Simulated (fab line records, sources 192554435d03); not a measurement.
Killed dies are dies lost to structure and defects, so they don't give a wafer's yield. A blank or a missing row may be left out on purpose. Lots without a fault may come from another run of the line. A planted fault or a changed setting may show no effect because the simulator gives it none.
fab line records | flow n5_finfet
record lots=24 wafers=72 last_day=17
route steps=1938 shown BEOL_M6@1241 BEOL_M7@1281 BEOL_M8@1334
lots that met no fault: from a run of the same line without faults
start_h: hours from the record's first day to the start of the lot's first wafer shown | wait_h: hours since the lot's step before | " the same as in the row above | L1.1+2: a row that stands for several wafers | - no value, or no start given | * or withheld: withheld | < > ~ a bound
route shown NAME@n: a module of which the file shows steps, and the number in the route of the first | usual: mean/standard deviation of fault-free wafers | same: alike in all rows | chamber/n: place in a boat | sites: the reading at each site | _std_site: their standard deviation | _edge_site: outer sites' mean less inner sites' | radius_mm: how far each site lies from the wafer's centre | mask NAME#n: copy n | behind: the tool/chamber that last shaped the wafer | hold: why the lot was held/for how many hours/how that ended | device: the transistor (n, p or np) that didn't switch | end of line: the same wafers' tests at the end of the route | a step without rows: its recipe alone | killed: dies lost to structure and defects at the first sort, not the wafer's yield | map: a wafer's dies, x killed, . not, _ none there
set.NAME: the setting as run; set.NAME@STEP: as run at that earlier step | model.NAME: the simulator's own value behind a step, which no gauge read
steps of the route over a sample of lots; a table a step, a row a wafer
services: from which hour (start_h, from the record's first day; less than 0 if before it) a tool's chamber was out of use, for how many hours, and why
## steps
# step N5_BEOL_M6_STRIP_80
# recipe chemistry=N2/H2 time_s=10 power_w=450 temp_c=40 pressure_mtorr=20 rf_frequency_hz=6e+07 bias_power_w=7 n2_flow_sccm=200 h2_flow_sccm=200
# usual drypump_motor_current_A=5.7/0.48 oes_product_au=0.77/0.081 rf_vpp_V=59.2/0.91 showerhead_plenum_p_Torr=2.58/0.11 throttle_valve_pct=23.8/0.38
# columns lot.wafer tool chamber start_h wait_h drypump_motor_current_A oes_product_au rf_hours_counter_h rf_vpp_V showerhead_plenum_p_Torr throttle_valve_pct
L074.1 rie_diel-01 1 - - 5.8 0.71 196 58.8 2.42 23.8
L074.2 " 0 " " 6.5 0.84 68 59.2 2.58 23.5
L074.4 " 2 " " 5.1 0.95 10 60.9 2.73 24.0
L076.1 rie_diel-03 2 - - 6.0 0.77 154 57.8 2.42 23.3
L076.2 " 0 " " 6.3 0.72 187 58.6 2.65 24.1
L076.4 " 2 " " 6.0 0.77 - 57.9 2.42 23.3
L075.3 rie_diel-01 2 - - 5.0 0.94 17 58.8 2.72 24.0
L075.4 " 3 " " 5.7 0.72 194 61.0 2.67 24.1
L075.6 " 0 " " 6.5 0.83 - 57.9 2.58 23.5
L077.1 rie_diel-03 2 - - 6.0 0.76 160 60.0 2.42 23.3
L077.2 " 0 " " 6.3 0.70 193 60.1 2.64 24.1
L077.5 " 1 " " 5.2 0.88 - 59.2 2.67 22.9
L078.2 rie_diel-01 3 - - 5.7 0.71 200 59.2 2.67 24.1
L078.3 " 1 " " 5.7 0.70 211 58.3 2.42 23.9
L078.5 " 2 " " 5.1 0.93 - 58.8 2.72 24.0
L079.1 rie_diel-03 0 - - 6.2 0.70 198 58.7 2.64 24.1
L079.2 " 3 " " 5.7 0.68 217 59.4 2.60 24.0
L079.6 " 2 " " 6.0 0.77 - 59.0 2.42 23.4
L080.1 rie_diel-01 3 - - 5.7 0.72 206 59.3 2.67 24.1
L080.2 " 2 " " 5.0 0.92 30 59.0 2.72 24.1
L080.4 " 1 " " 5.8 0.70 216 59.5 2.42 23.9
L081.2 rie_diel-01 1 - - 5.8 0.70 217 58.3 2.42 23.9
L081.3 " 2 " " 5.1 0.91 30 58.3 2.72 24.0
L081.6 " 3 " " 5.7 0.72 - 59.0 2.67 24.1
L082.1 rie_diel-03 0 - - 6.3 0.70 206 59.9 2.64 24.2
L082.2 " 3 " " 5.7 0.67 226 60.4 2.60 24.0
L082.6 " 3 " " 5.7 0.67 - 60.0 2.60 24.0
L083.1 rie_diel-03 1 - - 5.2 0.86 78 59.8 2.66 22.9
L083.2 " 2 " " 6.0 0.75 178 59.1 2.41 23.4
L083.5 " 2 " " 6.0 0.75 - 59.3 2.41 23.4
L084.2 rie_diel-03 2 - - 6.0 0.74 182 59.3 2.41 23.4
L084.4 " 0 " " 6.3 0.69 213 59.4 2.63 24.2
L084.5 " 3 " " 5.6 0.66 - 59.6 2.59 24.0
L085.1 rie_diel-01 0 - - 6.5 0.80 103 59.2 2.57 23.6
L085.3 " 1 " " 5.7 0.68 231 58.7 2.41 23.9
L085.5 " 0 " " 6.5 0.80 - 58.9 2.57 23.6
L086.1 rie_diel-01 2 - - 5.1 0.90 45 60.7 2.71 24.1
L086.4 " 1 " " 5.8 0.69 233 57.5 2.41 23.9
L086.5 " 3 " " 5.7 0.71 - 59.7 2.66 24.1
L087.1 rie_diel-03 0 - - 6.3 0.69 222 59.1 2.63 24.2
L087.4 " 2 " " 6.0 0.74 190 60.0 2.41 23.4
L087.5 " 3 " " 5.6 0.65 - 58.9 2.59 24.0
L088.1 rie_diel-01 1 - - 5.7 0.67 239 57.7 2.41 23.9
L088.3 " 0 " " 6.5 0.79 111 58.5 2.57 23.6
L088.6 " 1 " " 5.8 0.67 - 57.2 2.41 23.9
L089.3 rie_diel-04 0 - - 5.6 0.86 49 60.0 2.70 23.8
L089.4 " 1 " " 5.8 0.89 42 58.3 2.47 23.6
L089.6 " 1 " " 5.9 0.89 - 60.3 2.47 23.6
L091.2 rie_diel-03 0 - - 6.2 0.68 230 60.6 2.63 24.2
L091.3 " 3 " " 5.6 0.65 249 59.3 2.59 24.0
L091.5 " 2 " " 6.0 0.73 - 57.7 2.40 23.4
L090.4 rie_diel-01 0 - - 6.5 0.79 115 58.7 2.56 23.6
L090.5 " 2 " " 5.0 0.88 - 59.9 2.71 24.1
L090.6 " 3 " " 5.7 0.70 - 59.7 2.66 24.1
L092.2 rie_diel-04 2 - - 5.1 0.80 78 60.1 2.65 23.4
L092.4 " 3 " " 5.0 0.71 217 58.8 2.43 23.9
L092.5 " 0 " " 5.5 0.85 - 61.2 2.70 23.8
L093.1 rie_diel-03 0 - - 6.3 0.68 238 59.7 2.62 24.2
L093.5 " 1 " " 5.1 0.82 - 58.7 2.65 22.9
L093.6 " 0 " " 6.3 0.66 - 59.9 2.62 24.2
L094.2 rie_diel-04 0 - - 5.5 0.83 62 58.1 2.70 23.8
L094.4 " 3 " " 5.1 0.69 223 57.6 2.43 24.0
L094.6 " 3 " " 5.0 0.70 - 58.7 2.43 24.0
L095.1 rie_diel-04 0 - - 5.5 0.83 65 59.9 2.70 23.8
L095.3 " 2 " " 5.1 0.80 86 60.5 2.65 23.4
L095.5 " 1 " " 5.8 0.86 - 59.2 2.46 23.7
L097.2 rie_diel-01 2 - - 5.1 0.86 67 57.9 2.70 24.1
L097.3 " 3 " " 5.7 0.68 246 59.4 2.65 24.2
L097.4 " 2 " " 5.0 0.86 - 59.7 2.70 24.1
L096.2 rie_diel-01 2 - - 5.0 0.86 68 59.0 2.70 24.1
L096.4 " 2 " " 5.1 0.85 - 60.9 2.70 24.1
L096.6 " 3 " " 5.7 0.68 - 59.7 2.65 24.1
# step N5_BEOL_M7_ETCH_62
# recipe chemistry=N2/H2 target=SOC target_depth_a=1100 overetch_a=220 mask_material=SiARC temp_c=40 time_s=165 ion_energy_ev=200 pressure_mtorr=30 source_w=840 bias_w=150 n2_flow_sccm=200 h2_flow_sccm=200
# usual drypump_motor_current_A=5.5/0.4 oes_product_au=0.67/0.054 rf_vpp_V=524.1/2.7 showerhead_plenum_p_Torr=2.55/0.1 throttle_valve_pct=17.76/0.22
# columns lot.wafer tool chamber start_h wait_h drypump_motor_current_A oes_product_au rf_hours_counter_h rf_vpp_V showerhead_plenum_p_Torr throttle_valve_pct
L074.1 rie_diel-05 2 179.98 0.0 5.1 0.71 68 527.5 2.70 17.72
L074.2 " 1 " " 5.8 0.76 39 525.4 2.61 18.05
L074.4 " 0 " " 6.1 0.71 69 524.9 2.59 17.71
L076.1 rie_diel-05 1 197.38 0.0 5.8 0.75 43 525.1 2.61 18.05
L076.2 " 2 " " 5.1 0.70 72 528.4 2.70 17.72
L076.4 " 3 " " 5.2 0.73 50 524.9 2.61 17.91
L075.3 rie_diel-06 1 200.99 0.0 4.7 0.58 239 522.7 2.49 17.78
L075.4 " 3 " " 5.9 0.66 145 517.4 2.33 17.42
L075.6 " 0 " " 5.6 0.79 - 526.2 2.60 17.52
L077.1 rie_diel-02 0 207.81 0.0 5.0 0.63 179 522.4 2.51 17.66
L077.2 " 1 " " 6.0 0.66 155 521.8 2.42 17.46
L077.5 " 3 " " 5.5 0.62 - 526.8 2.66 18.06
L078.2 rie_diel-05 2 213.01 0.0 5.1 0.70 76 527.4 2.70 17.72
L078.3 " 3 " " 5.2 0.73 56 524.8 2.61 17.92
L078.5 " 3 " " 5.2 0.72 - 523.8 2.61 17.91
L079.1 rie_diel-06 1 215.82 0.0 4.7 0.57 243 524.6 2.49 17.81
L079.2 " 3 " " 5.9 0.66 150 518.9 2.33 17.44
L079.6 " 2 " " 5.4 0.68 - 525.5 2.67 17.70
L080.1 rie_diel-02 3 224.04 0.0 5.5 0.63 162 527.1 2.66 18.06
L080.2 " 2 " " 5.9 0.61 214 523.7 2.50 17.95
L080.4 " 0 " " 5.0 0.62 184 523.3 2.51 17.66
L081.2 rie_diel-02 1 224.30 0.0 6.0 0.65 160 520.4 2.42 17.48
L081.3 " 3 " " 5.5 0.62 162 527.5 2.66 18.05
L081.6 " 2 " " 5.9 0.61 - 522.7 2.50 17.94
L082.1 rie_diel-05 2 231.65 0.0 5.1 0.70 81 528.7 2.69 17.74
L082.2 " 3 " " 5.2 0.72 61 524.0 2.60 17.93
L082.6 " 2 " " 5.1 0.69 - 526.8 2.69 17.74
L083.1 rie_diel-05 0 239.05 0.0 6.1 0.69 87 525.2 2.58 17.74
L083.2 " 2 " " 5.1 0.69 83 527.4 2.69 17.74
L083.5 " 2 " " 5.1 0.70 - 528.6 2.69 17.75
L084.2 rie_diel-02 2 247.73 0.0 5.9 0.61 220 522.7 2.50 17.97
L084.4 " 3 " " 5.5 0.63 169 525.1 2.66 18.04
L084.5 " 1 " " 6.0 0.64 - 518.5 2.41 17.49
L085.1 rie_diel-02 2 251.48 0.0 5.9 0.61 222 522.6 2.50 17.94
L085.3 " 0 " " 5.0 0.62 191 522.0 2.51 17.69
L085.5 " 2 " " 5.9 0.61 - 522.7 2.50 17.95
L086.1 rie_diel-06 0 257.57 0.0 5.7 0.76 40 524.5 2.59 17.53
L086.4 " 0 " " 5.7 0.75 - 524.5 2.59 17.57
L086.5 " 2 " " 5.3 0.67 - 526.5 2.66 17.74
L087.1 rie_diel-02 2 266.98 0.0 5.9 0.60 227 522.5 2.50 17.97
L087.4 " 1 " " 6.0 0.63 173 518.8 2.41 17.49
L087.5 " 1 " " 6.0 0.64 - 520.6 2.41 17.48
L088.1 rie_diel-06 2 274.43 0.0 5.4 0.66 121 526.5 2.66 17.73
L088.3 " 1 " " 4.7 0.81 4 523.5 2.48 17.35
L088.6 " 1 " " 4.7 0.80 - 522.7 2.48 17.35
L089.3 rie_diel-05 3 274.60 0.0 5.2 0.70 74 526.4 2.60 17.96
L089.4 " 1 " " 5.8 0.72 68 525.3 2.60 18.11
L089.6 " 2 " " 5.1 0.68 - 527.6 2.69 17.77
L091.2 rie_diel-02 1 282.60 0.0 6.0 0.64 179 521.0 2.41 17.50
L091.3 " 3 " " 5.5 0.61 180 526.3 2.65 18.08
L091.5 " 0 " " 5.1 0.60 - 522.9 2.50 17.71
L090.4 rie_diel-02 1 285.20 0.0 6.0 0.64 180 521.3 2.41 17.50
L090.5 " 0 " " 5.1 0.61 - 522.6 2.50 17.70
L090.6 " 1 " " 6.0 0.63 - 520.9 2.41 17.51
L092.2 rie_diel-05 0 294.06 0.0 6.1 0.68 104 525.2 2.57 17.77
L092.4 " 3 " " 5.1 0.69 - 523.3 2.60 17.95
L092.5 " 0 " " 6.1 0.68 - 523.8 2.57 17.77
L093.1 rie_diel-06 1 304.62 0.0 4.7 0.77 14 522.5 2.48 17.36
L093.5 " 2 " " 5.4 0.66 - 526.7 2.66 17.74
L093.6 " 3 " " 5.9 0.65 - 518.4 2.32 17.45
L094.2 rie_diel-06 0 309.54 0.0 5.7 0.74 56 523.7 2.58 17.57
L094.4 " 3 " " 5.9 0.64 176 519.0 2.32 17.48
L094.6 " 0 " " 5.7 0.73 - 526.0 2.58 17.56
L095.1 rie_diel-02 1 317.33 0.0 6.0 0.63 188 520.5 2.41 17.51
L095.3 " 2 " " 5.9 0.60 242 521.9 2.49 17.97
L095.5 " 3 " " 5.5 0.60 - 526.8 2.65 18.09
L097.2 rie_diel-05 2 322.86 0.0 5.1 0.67 108 526.7 2.68 17.78
L097.3 " 0 " " 6.0 0.67 113 523.6 2.57 17.78
L097.4 " 3 " " 5.2 0.69 90 524.4 2.59 17.99
L096.2 rie_diel-06 0 323.22 0.0 5.7 0.73 59 525.8 2.58 17.57
L096.4 " 3 " " 5.9 0.63 180 516.6 2.31 17.48
L096.6 " 0 " " 5.7 0.73 - 524.5 2.58 17.58
# step N5_BEOL_M7_CD_MEAS_28
# recipe target_cd_nm=40 landing_energy_ev=500 detector=se_inlens
# usual cd_nm=40.10/0.27
# same landing_energy_ev=500
# columns lot.wafer tool chamber start_h wait_h cd_nm
L074.1 cd_sem-01 0 182.39 - 40.13
L074.2 " 0 " " 40.08
L074.4 " 0 " " 40.33
L076.1 cd_sem-02 0 199.38 - 40.20
L076.2 " 0 " " 40.33
L076.4 " 0 " " 39.85
L075.3 cd_sem-02 0 202.88 - 40.38
L075.4 " 0 " " 39.87
L075.6 " 0 " " 40.23
L077.1 cd_sem-02 0 209.72 - 40.14
L077.2 " 0 " " 39.87
L077.5 " 0 " " 40.04
L078.2 cd_sem-03 0 214.45 - 40.44
L078.3 " 0 " " 40.34
L078.5 " 0 " " 40.71
L079.1 cd_sem-03 0 218.53 - 39.65
L079.2 " 0 " " 40.03
L079.6 " 0 " " 40.34
L081.2 cd_sem-03 0 225.91 - 40.17
L081.3 " 0 " " 40.28
L081.6 " 0 " " 39.89
L080.1 cd_sem-02 0 226.37 - 40.05
L080.2 " 0 " " 39.48
L080.4 " 0 " " 40.00
L082.1 cd_sem-02 0 233.64 - 40.43
L082.2 " 0 " " 39.98
L082.6 " 0 " " 40.54
L083.1 cd_sem-03 0 240.41 - 39.84
L083.2 " 0 " " 39.74
L083.5 " 0 " " 40.13
L084.2 cd_sem-03 0 248.55 - 40.31
L084.4 " 0 " " 40.22
L084.5 " 0 " " 39.96
L085.1 cd_sem-02 0 253.72 - 39.94
L085.3 " 0 " " 39.74
L085.5 " 0 " " 40.07
L086.1 cd_sem-03 0 259.32 - 40.08
L086.4 " 0 " " 40.67
L086.5 " 0 " " 40.26
L087.1 cd_sem-01 0 268.32 - 40.30
L087.4 " 0 " " 40.30
L087.5 " 0 " " 40.22
L088.1 cd_sem-01 0 277.29 - 40.21
L088.3 " 0 " " 40.24
L088.6 " 0 " " 40.04
L089.3 cd_sem-03 0 277.46 - 39.90
L089.4 " 0 " " 39.95
L089.6 " 0 " " 39.94
L091.2 cd_sem-03 0 284.19 - 40.00
L091.3 " 0 " " 40.00
L091.5 " 0 " " 39.83
L090.4 cd_sem-01 0 287.23 - 40.44
L090.5 " 0 " " 40.21
L090.6 " 0 " " 39.64
L092.2 cd_sem-03 0 295.74 - 40.10
L092.4 " 0 " " 40.16
L092.5 " 0 " " 40.34
L093.1 cd_sem-03 0 305.33 - 39.67
L093.5 " 0 " " 40.04
L093.6 " 0 " " 40.32
L094.2 cd_sem-01 0 313.04 - 39.80
L094.4 " 0 " " 39.87
L094.6 " 0 " " 40.03
L095.1 cd_sem-01 0 318.01 - 39.41
L095.3 " 0 " " 40.21
L095.5 " 0 " " 39.64
L096.2 cd_sem-01 0 324.60 - 39.84
L096.4 " 0 " " 39.86
L096.6 " 0 " " 40.13
L097.2 cd_sem-01 0 324.65 - 40.06
L097.3 " 0 " " 40.17
L097.4 " 0 " " 39.99
# step N5_BEOL_M7_ETCH_65
# recipe chemistry=CF4 target=SiARC target_depth_a=156 mask_material=CAR-EUV time_s=26 ion_energy_ev=80 pressure_mtorr=40 source_w=545 bias_w=36 Ar_flow_sccm=100 cf4_flow_sccm=100 ends=cleared
# usual cf4_flow_sccm=99.98/0.27 drypump_motor_current_A=5.5/0.42 etch_rf_on_time_s=26.0/0.81 oes_product_au=0.67/0.054 rf_vpp_V=184.2/1.2 showerhead_plenum_p_Torr=2.14/0.069 throttle_valve_pct=15.52/0.13
# columns lot.wafer tool chamber start_h wait_h cf4_flow_sccm drypump_motor_current_A etch_rf_on_time_s oes_product_au rf_hours_counter_h rf_vpp_V showerhead_plenum_p_Torr throttle_valve_pct
L074.1 rie_diel-02 2 182.60 0.0 99.80 5.9 26.7 0.62 202 184.1 2.10 15.62
L074.2 " 3 " " 99.88 5.5 26.6 0.62 151 183.5 2.21 15.57
L074.4 " 0 " " 99.99 5.0 26.5 0.63 171 184.4 2.14 15.64
L076.1 rie_diel-02 2 199.57 0.0 99.34 5.9 26.9 0.61 206 183.7 2.10 15.65
L076.2 " 0 " " 99.72 5.0 26.1 0.63 176 183.6 2.14 15.63
L076.4 " 1 " " 99.59 6.0 25.3 0.66 152 183.6 2.06 15.39
L075.3 rie_diel-02 2 203.05 0.0 99.94 5.9 26.6 0.61 207 183.6 2.10 15.66
L075.4 " 3 " " 99.97 5.5 26.0 0.63 156 183.9 2.21 15.59
L075.6 " 1 " " 100.21 6.0 25.4 0.66 - 184.2 2.06 15.40
L077.1 rie_diel-02 0 209.89 0.0 100.21 5.0 26.3 0.62 180 182.9 2.13 15.62
L077.2 " 2 " " 99.70 5.9 26.9 0.61 209 183.6 2.10 15.64
L077.5 " 0 " " 100.36 5.1 26.2 0.62 - 184.1 2.13 15.63
L078.2 rie_diel-06 2 214.77 0.0 100.04 5.4 23.8 0.73 101 185.4 2.24 15.47
L078.3 " 3 " " 99.80 5.9 25.0 0.68 150 183.1 1.99 15.37
L078.5 " 0 " " 99.87 5.6 25.6 0.79 - 184.5 2.19 15.35
L079.1 rie_diel-06 0 218.77 0.0 99.43 5.7 26.3 0.77 25 185.2 2.19 15.37
L079.2 " 1 " " 100.95 4.7 26.7 0.57 244 182.7 2.11 15.83
L079.6 " 2 " " 99.96 5.4 24.3 0.71 - 186.1 2.24 15.49
L081.2 rie_diel-06 0 226.08 0.0 100.41 5.6 26.1 0.77 28 185.4 2.19 15.36
L081.3 " 1 " " 100.14 4.7 26.2 0.57 246 185.3 2.11 15.81
L081.6 " 0 " " 100.01 5.7 26.3 0.78 - 184.7 2.19 15.39
L080.1 rie_diel-06 3 226.54 0.0 99.87 5.9 25.8 0.67 153 182.7 1.99 15.38
L080.2 " 0 " " 99.97 5.7 26.0 0.79 28 184.4 2.19 15.38
L080.4 " 2 " " 99.79 5.4 24.1 0.71 105 185.4 2.24 15.49
L082.1 rie_diel-06 0 233.81 0.0 100.39 5.7 26.4 0.77 30 184.9 2.19 15.37
L082.2 " 1 " " 99.98 4.7 26.4 0.57 248 182.7 2.11 15.83
L082.6 " 1 " " 99.86 4.7 26.7 0.57 - 184.5 2.11 15.82
L083.1 rie_diel-05 1 240.59 0.0 99.83 5.9 26.2 0.73 57 183.7 2.18 15.57
L083.2 " 3 " " 99.82 5.2 27.4 0.69 63 183.2 2.16 15.44
L083.5 " 0 " " 100.07 6.0 26.4 0.69 - 183.9 2.15 15.48
L084.2 rie_diel-06 2 248.72 0.0 100.27 5.4 24.1 0.71 112 186.0 2.24 15.51
L084.4 " 3 " " 100.12 5.9 25.3 0.67 - 181.8 1.98 15.39
L084.5 " 2 " " 99.91 5.4 24.1 0.70 - 185.0 2.24 15.51
L085.1 rie_diel-05 3 253.90 0.0 100.48 5.2 27.4 0.68 68 185.9 2.16 15.43
L085.3 " 0 " " 99.82 6.0 26.3 0.70 91 184.7 2.15 15.49
L085.5 " 3 " " 99.95 5.2 27.6 0.68 - 184.9 2.16 15.42
L086.1 rie_diel-05 1 259.64 0.0 99.92 5.8 26.5 0.72 64 185.8 2.18 15.59
L086.4 " 3 " " 99.69 5.2 27.2 0.69 69 183.7 2.16 15.44
L086.5 " 2 " " 99.90 5.1 26.0 0.70 - 184.4 2.23 15.38
L087.1 rie_diel-05 1 268.50 0.0 99.74 5.9 26.1 0.72 66 184.8 2.18 15.60
L087.4 " 3 " " 99.87 5.2 27.2 0.70 72 184.4 2.16 15.44
L087.5 " 0 " " 99.81 6.0 25.8 0.69 - 183.5 2.15 15.50
L088.1 rie_diel-02 2 277.81 0.0 99.92 5.9 26.7 0.59 230 184.7 2.09 15.69
L088.3 " 0 " " 100.06 5.1 26.2 0.61 200 183.4 2.13 15.68
L088.6 " 2 " " 100.07 5.9 26.8 0.60 - 183.7 2.09 15.68
L089.3 rie_diel-06 0 277.83 0.0 100.05 5.7 26.7 0.74 45 184.1 2.18 15.40
L089.4 " 1 " " 99.83 4.7 25.7 0.82 - 183.3 2.11 15.32
L089.6 " 2 " " 99.76 5.4 24.7 0.69 - 184.2 2.23 15.51
L091.2 rie_diel-02 3 284.40 0.0 100.18 5.5 26.4 0.61 181 184.2 2.20 15.60
L091.3 " 1 " " 100.18 6.0 25.7 0.65 180 183.6 2.06 15.45
L091.5 " 2 " " 99.85 5.9 26.7 0.59 - 182.3 2.09 15.70
L090.4 rie_diel-02 1 287.40 0.0 99.79 6.0 25.4 0.64 181 183.8 2.06 15.46
L090.5 " 1 " " 100.23 6.0 25.4 0.64 - 182.9 2.05 15.45
L090.6 " 0 " " 100.21 5.1 25.9 0.61 - 185.4 2.13 15.67
L092.2 rie_diel-05 3 295.92 0.0 99.45 5.2 27.6 0.68 81 183.5 2.15 15.46
L092.4 " 0 " " 99.95 6.0 26.2 0.68 - 186.4 2.14 15.51
L092.5 " 3 " " 100.09 5.2 27.3 0.68 - 182.8 2.15 15.45
L093.1 rie_diel-05 0 305.60 0.0 100.03 6.0 26.1 0.68 108 185.0 2.14 15.52
L093.5 " 1 " " 100.20 5.8 26.0 0.71 - 183.9 2.18 15.62
L093.6 " 0 " " 100.24 6.1 26.0 0.68 - 185.7 2.14 15.51
L094.2 rie_diel-05 1 313.21 0.0 99.69 5.8 25.8 0.70 81 183.8 2.18 15.62
L094.4 " 3 " " 99.71 5.2 27.2 0.68 87 184.6 2.15 15.46
L094.6 " 0 " " 100.39 6.0 26.1 0.68 - 185.1 2.14 15.52
L095.1 rie_diel-06 3 318.32 0.0 99.71 5.9 25.5 0.65 179 182.5 1.98 15.44
L095.3 " 2 " " 99.96 5.4 24.0 0.68 134 186.0 2.23 15.53
L095.5 " 1 " " 100.20 4.7 25.6 0.78 - 181.9 2.11 15.34
L096.2 rie_diel-02 3 325.17 0.0 100.07 5.5 26.3 0.60 192 184.3 2.20 15.65
L096.4 " 0 " " 99.46 5.0 25.8 0.61 214 184.3 2.12 15.68
L096.6 " 0 " " 99.91 5.1 26.0 0.60 - 184.4 2.12 15.70
L097.2 rie_diel-05 3 325.19 0.0 99.73 5.2 27.2 0.67 91 184.3 2.15 15.47
L097.3 " 1 " " 99.80 5.9 26.1 0.71 84 184.1 2.17 15.63
L097.4 " 0 " " 100.35 6.1 26.0 0.67 114 184.5 2.14 15.53
# step N5_BEOL_M7_INSPECT_58
# recipe inspect_instrument=darkfield mode=post_dep
# usual raw_defect_count=66/23
# columns lot.wafer tool chamber start_h wait_h raw_defect_count
L074.1 defect_inspect-01 - 185.95 0.0 51
L074.2 " - " " 60
L074.4 " - " " 38
L076.1 defect_inspect-02 - 202.05 0.0 47
L076.2 " - " " 49
L076.4 " - " " 38
L075.3 defect_inspect-02 - 206.10 0.0 45
L075.4 " - " " 51
L075.6 " - " " 55
L077.1 defect_inspect-01 - 212.69 0.0 80
L077.2 " - " " 48
L077.5 " - " " 61
L078.2 defect_inspect-02 - 219.44 0.0 53
L078.3 " - " " 36
L078.5 " - " " 43
L079.1 defect_inspect-01 - 221.94 0.0 81
L079.2 " - " " 59
L079.6 " - " " 65
L081.2 defect_inspect-02 - 229.00 0.0 46
L081.3 " - " " 86
L081.6 " - " " 80
L080.1 defect_inspect-02 - 229.81 0.0 96
L080.2 " - " " 100
L080.4 " - " " 91
L082.1 defect_inspect-01 - 236.57 0.0 48
L082.2 " - " " 45
L082.6 " - " " 44
L083.1 defect_inspect-02 - 243.34 0.0 85
L083.2 " - " " 72
L083.5 " - " " 77
L084.2 defect_inspect-02 - 252.02 0.0 76
L084.4 " - " " 58
L084.5 " - " " 66
L085.1 defect_inspect-02 - 257.62 0.0 51
L085.3 " - " " 50
L085.5 " - " " 77
L086.1 defect_inspect-02 - 263.14 0.0 114
L086.4 " - " " 61
L086.5 " - " " 90
L087.1 defect_inspect-01 - 271.56 0.0 69
L087.4 " - " " 31
L087.5 " - " " 50
L089.3 defect_inspect-02 - 281.50 0.0 84
L089.4 " - " " 74
L089.6 " - " " 63
L088.1 defect_inspect-01 - 281.72 0.0 61
L088.3 " - " " 72
L088.6 " - " " 71
L091.2 defect_inspect-01 - 289.31 0.0 54
L091.3 " - " " 128
L091.5 " - " " 92
L090.4 defect_inspect-01 - 290.79 0.0 44
L090.5 " - " " 70
L090.6 " - " " 35
L092.2 defect_inspect-01 - 298.60 0.0 47
L092.4 " - " " 48
L092.5 " - " " 74
L093.1 defect_inspect-02 - 308.56 0.0 53
L093.5 " - " " 29
L093.6 " - " " 60
L094.2 defect_inspect-02 - 316.25 0.0 53
L094.4 " - " " 67
L094.6 " - " " 58
L095.1 defect_inspect-01 - 322.64 0.0 65
L095.3 " - " " 79
L095.5 " - " " 76
L096.2 defect_inspect-02 - 329.25 0.0 108
L096.4 " - " " 117
L096.6 " - " " 84
L097.2 defect_inspect-01 - 329.30 0.0 66
L097.3 " - " " 34
L097.4 " - " " 57
# step N5_BEOL_M8_THK_MEAS_01
# recipe reads=SiCOH_lowk_of_BEOL_M8_ILD_DEP_00
# usual M8_ILD_THK=155.4/2.1
# columns lot.wafer tool chamber start_h wait_h M8_ILD_THK[nm]
L074.1 film_metro-02 - 186.57 0.4 153.9
L074.2 " - " " 157.2
L074.4 " - " " 157.7
L076.1 film_metro-01 - 203.15 0.4 155.0
L076.2 " - " " 153.0
L076.4 " - " " 156.7
L075.3 film_metro-02 - 207.20 0.5 153.9
L075.4 " - " " 153.8
L075.6 " - " " 154.9
L077.1 film_metro-01 - 213.30 0.4 152.4
L077.2 " - " " 153.5
L077.5 " - " " 155.5
L078.2 film_metro-01 - 220.05 0.4 152.9
L078.3 " - " " 156.0
L078.5 " - " " 155.0
L079.1 film_metro-01 - 222.55 0.4 153.7
L079.2 " - " " 156.3
L079.6 " - " " 159.2
L081.2 film_metro-01 - 229.61 0.4 156.5
L081.3 " - " " 155.5
L081.6 " - " " 159.0
L080.1 film_metro-02 - 230.42 0.4 153.6
L080.2 " - " " 155.1
L080.4 " - " " 157.6
L082.1 film_metro-01 - 237.24 0.4 149.7
L082.2 " - " " 152.0
L082.6 " - " " 154.6
L083.1 film_metro-02 - 244.43 0.8 154.5
L083.2 " - " " 155.0
L083.5 " - " " 158.3
L084.2 film_metro-01 - 252.63 0.4 156.3
L084.4 " - " " 157.1
L084.5 " - " " 158.6
L085.1 film_metro-02 - 258.23 0.4 153.6
L085.3 " - " " 155.3
L085.5 " - " " 157.7
L086.1 film_metro-02 - 263.75 0.4 152.1
L086.4 " - " " 153.1
L086.5 " - " " 154.0
L087.1 film_metro-02 - 272.17 0.4 155.0
L087.4 " - " " 158.4
L087.5 " - " " 157.2
L089.3 film_metro-02 - 282.12 0.3 154.3
L089.4 " - " " 157.6
L089.6 " - " " 154.0
L088.1 film_metro-02 - 282.33 0.4 155.5
L088.3 " - " " 153.8
L088.6 " - " " 157.3
L091.2 film_metro-01 - 289.93 0.4 156.0
L091.3 " - " " 153.1
L091.5 " - " " 157.0
L090.4 film_metro-02 - 291.40 0.2 156.5
L090.5 " - " " 157.1
L090.6 " - " " 153.6
L092.2 film_metro-02 - 299.21 0.4 156.3
L092.4 " - " " 156.5
L092.5 " - " " 154.8
L093.1 film_metro-01 - 309.18 0.4 152.7
L093.5 " - " " 156.2
L093.6 " - " " 157.9
L094.2 film_metro-01 - 316.91 0.4 152.7
L094.4 " - " " 156.9
L094.6 " - " " 153.9
L095.1 film_metro-01 - 323.25 0.4 153.4
L095.3 " - " " 152.5
L095.5 " - " " 157.5
L096.2 film_metro-01 - 329.87 0.4 153.5
L096.4 " - " " 157.9
L096.6 " - " " 156.2
L097.2 film_metro-01 - 329.92 0.4 153.6
L097.3 " - " " 154.2
L097.4 " - " " 159.2
## services
# columns tool chamber start_h hours kind
rie_diel-03 0 159.33 1.3 repair
rie_diel-04 - 180.48 69.8 repair
rie_diel-03 1 185.26 8.8 repair
rie_diel-03 3 194.43 6.1 repair
rie_diel-05 2 208.68 3.8 repair
rie_diel-05 0 221.63 2.8 repair
rie_diel-06 1 237.52 - clean
rie_diel-06 1 237.52 - consumable_replace:focus_ring
rie_diel-06 1 237.52 21.4 scheduled_down
rie_diel-06 1 237.52 21.4 vent_cycle
rie_diel-06 3 272.94 8.2 repair
rie_diel-03 3 280.33 - clean
rie_diel-03 3 280.33 - consumable_replace:focus_ring
rie_diel-03 3 280.33 19.1 scheduled_down
rie_diel-03 3 280.33 19.1 vent_cycle
rie_diel-05 2 292.50 6.9 repair
rie_diel-01 2 299.64 2.8 repair
rie_diel-01 1 302.48 - clean
rie_diel-01 1 302.48 - consumable_replace:focus_ring
rie_diel-01 1 302.48 - consumable_replace:showerhead
rie_diel-01 1 302.48 17.3 scheduled_down
rie_diel-01 1 302.48 17.3 vent_cycle
## key
fault none
